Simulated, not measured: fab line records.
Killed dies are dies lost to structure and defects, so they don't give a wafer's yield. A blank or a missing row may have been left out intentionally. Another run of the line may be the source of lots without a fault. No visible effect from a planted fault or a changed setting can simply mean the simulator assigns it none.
Which of the tools did it? ; flow nand_harc ; 6 lots, 18 wafers sampled, at 1 step of a route of 1302

## WHAT EACH GAUGE READ, for each wafer
NHARC_A_BONDPAD_THK_MEAS_20: measures by xrf.
lot;measured;on;thk_nm (nm)
L352;day 27 09:08;film_metro-01;170.7 168.3 169.5
L354;day 28 05:20;film_metro-02;170.0 168.6 167.3
L359;day 29 13:26;film_metro-02;169.5 168.4 171.1
L360;day 30 16:49;film_metro-02;169.9 168.9 168.5
L362;day 31 06:52;film_metro-02;169.5 168.0 171.9
L364;day 32 15:58;film_metro-02;168.8 168.4 168.3

## EACH LOT AND THE TOOL THAT RAN IT (in order: tool; ch and the chambers of the sampled wafers; start)
The record holds no process step before these readings.

## THE ANSWER, worked out from the rows above alone
Rule: the usual values come from the lots themselves. Put in order of their means at a reading, lots are off if they are a third of the lots or fewer, leave a main group of 4 or more, and stand apart from it by a gap of 3 or more times the standard deviation of the main group's means; of several such gaps the widest counts. Not used: any main group whose means are identical at the precision the tables above print for the reading. Also off: a lot with no number at a reading for which 4 or more lots have one. Any other lot the step has rows for is counted as sound.
No lot is off at any reading shown: from this, nothing can be told.

## WHAT THE SIMULATOR HAD INSERTED
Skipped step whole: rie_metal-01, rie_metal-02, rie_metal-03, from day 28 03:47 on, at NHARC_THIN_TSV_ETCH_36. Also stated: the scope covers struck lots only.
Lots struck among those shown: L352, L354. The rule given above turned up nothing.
